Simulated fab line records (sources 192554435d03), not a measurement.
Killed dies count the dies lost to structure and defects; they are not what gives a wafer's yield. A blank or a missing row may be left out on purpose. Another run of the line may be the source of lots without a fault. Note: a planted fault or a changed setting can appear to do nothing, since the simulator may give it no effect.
One fault seen from 2 desks    flow n5 finfet    every desk sees just its own numbers, and what lay behind them comes last

FROM THE METROLOGY DESK
Means of the sampled wafers that have a number, per lot and without regard to the tool the lot ran on: this is what the gauges read. Marked OUT: a lot whose mean sits more than 4 standard deviations from the usual mean, which makes it out of limits; the brackets give that distance. Readings shown: 7 out of 11 (the first out of limits, and those lying furthest out on some lot).
Columns: A = thk nm at N5_BEOL_M0_SAQP_THK_MEAS_05, usual 59.9 nm; B = IOFF_N at N5_BEOL_M4_RC_MEAS_101, usual 0.164 nA/um; C = ION_N at N5_BEOL_M4_RC_MEAS_101, usual 675 uA/um; D = ION_P at N5_BEOL_M4_RC_MEAS_101, usual 463 uA/um; E = SS_P at N5_BEOL_M4_RC_MEAS_101, usual 73.3 mV/dec; F = VT_N at N5_BEOL_M4_RC_MEAS_101, usual 249.2 mV; G = VT_P at N5_BEOL_M4_RC_MEAS_101, usual -250.1 mV
lot   first seen here  A                B      C    D    E     F      G
L676  day 5 11:22      59.7             0.146  671  454  73.5  249.8  -255.4
L677  day 5 16:21      60.1             0.148  669  465  73.7  251.8  -248.3
L680  day 6 12:02      60.8             0.151  673  461  73.0  251.3  -251.4
L684  day 7 09:31      66.3 (+8.8) OUT  0.154  668  468  73.8  251.5  -245.8
L686  day 7 20:36      66.1 (+8.5) OUT  0.172  672  464  73.5  247.3  -249.1
L693  day 9 23:49      60.1             0.225  699  468  74.1  245.0  -248.2
L695  day 10 03:59     60.9             0.135  673  462  73.0  251.8  -252.5
L696  day 10 07:35     59.9             0.154  673  464  73.0  248.0  -250.9
L699  day 11 04:32     60.1             0.174  676  460  73.9  249.2  -250.6
This desk finds L684, L686 out of limits, L684 being first, at day 7 09:31 (thk nm at N5_BEOL_M0_SAQP_THK_MEAS_05). Within limits: L676, L677, L680, L693, L695, L696, L699.

AT THE TOOL OWNER'S DESK: pecvd-04
The tool's own readings at N5_BEOL_M0_SAQP_PECVD_04 (deposits a-Si from SiH4/He, target thk 60 nm, time 60.2 s): means of the sampled wafers that have a number, for each lot that ran on this tool. Marked OUT: a lot whose mean sits more than 4 standard deviations from the usual mean, which makes it out of limits; the brackets give that distance.
Columns: A = heater power w at N5_BEOL_M0_SAQP_PECVD_04, usual 608 W; B = showerhead plenum p Torr at N5_BEOL_M0_SAQP_PECVD_04, usual 5.68 Torr; C = throttle valve pct at N5_BEOL_M0_SAQP_PECVD_04, usual 18.2 %
lot   first seen here  A    B     C
L677  day 5 16:16      573  5.65  19.1
L680  day 6 11:56      557  5.62  19.3
L684  day 7 09:26      576  5.66  18.9
L686  day 7 20:31      580  5.72  18.4
Result from this desk: across the 4 lots, nothing is out of limits.

BROUGHT TOGETHER
On L684, L686, the metrology desk was in a position to raise an alarm at day 7 09:31.
The tool owner's desk saw nothing out of limits.
Tool owner's desk: L684, L686 on record, inside its limits.
On pecvd-04, each named lot ran N5_BEOL_M0_SAQP_PECVD_04.

WHAT THE SIMULATOR PUT IN
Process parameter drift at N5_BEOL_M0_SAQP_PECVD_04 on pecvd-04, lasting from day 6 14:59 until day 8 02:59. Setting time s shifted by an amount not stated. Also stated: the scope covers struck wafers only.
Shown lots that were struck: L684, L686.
Hours from the fault's start to each desk's first reading out of limits: the metrology desk, 19.
